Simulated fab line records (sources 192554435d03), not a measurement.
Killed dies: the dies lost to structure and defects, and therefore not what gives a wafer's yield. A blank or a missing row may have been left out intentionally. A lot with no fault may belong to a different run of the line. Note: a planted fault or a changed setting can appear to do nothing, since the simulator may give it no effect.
Problem report in the 8D (eight disciplines) form, filled by code	flow n5 finfet	the parts of the form that need people (team, actions taken, sign-off) are left out

== 1. WHAT IS WRONG ==
spin speed rpm at N5_BEOL_M5_COAT_65 reads a mean of 1432.2 rpm on 6 wafers of 2 lots; wafers without a fault read 1499.9 rpm with a standard deviation of 0.78. Relative to the usual mean, that is a shift of -87 standard deviations.
The step: time 60 s, resist thk 60 nm.
Seen first at day 15 00:46 on litho track-01, wafer L678.1. At this step, 11 wafers from 4 lots have a number in the record. The rule behind "out" and "out of limits": a value lying over 4 standard deviations away from the usual mean. The other wafers with a number count as sound.

== 2. WHAT IT IS; WHAT IT IS NOT ==
question	is	is not
which readings at this step	spin speed rpm	-
which lots	L678, L680	L673, L681
which wafers of those lots	all that have a number	-
read on which tools	litho track-01	litho track-03
when	from day 15 00:46	up to then (2 sound wafers); but 3 sound wafers of L681 came after

== 3. THE SUSPECTS, EACH WITH WHAT RULES IT OUT ==
Counting: a tool at any process step up to the reading remains a suspect when it ran all the lots that are out and ran no sound lot after the first of those.
- litho track-01 at N5_BEOL_M5_COAT_65 (time 60 s, resist thk 60 nm): kept. All lots that are out passed through it, beginning with L678 at day 15 00:46, and no sound lot followed; its final sound lot before that point was L673 at day 13 17:14. Its own readings are out on those wafers: spin speed rpm.
After counting, what remains is litho track-01 at N5_BEOL_M5_COAT_65.

== 4. THE CAUSE (what the simulator had put in) ==
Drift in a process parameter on litho track-01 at N5_BEOL_M5_COAT_65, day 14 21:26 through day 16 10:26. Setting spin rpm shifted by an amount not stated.
Only this tool survived the counting.

== 5. THE CHAIN OF EFFECTS, in route order ==
Each row: a reading whose mean over the struck wafers that have a number lies more than 3 standard deviations from the usual. Readings are gone through only where the record gives a usual standard deviation; hours: the median, over the lots, of the time from a lot's start at the first step in this table giving one to that lot's start at this step; sigmas: the change measured in usual standard deviations.
hours	step	reading	usual	on struck wafers	change	sigmas
0	N5_BEOL_M5_COAT_65	spin speed rpm	1499.9 rpm	1432.2	-67.7	-87
The process steps in it:
- N5_BEOL_M5_COAT_65: time 60 s, resist thk 60 nm.

== 6. WHAT WOULD HAVE CAUGHT IT SOONER ==
The fault began at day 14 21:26; the first out-of-limits reading in this record came at day 15 00:46, 3 hours later.
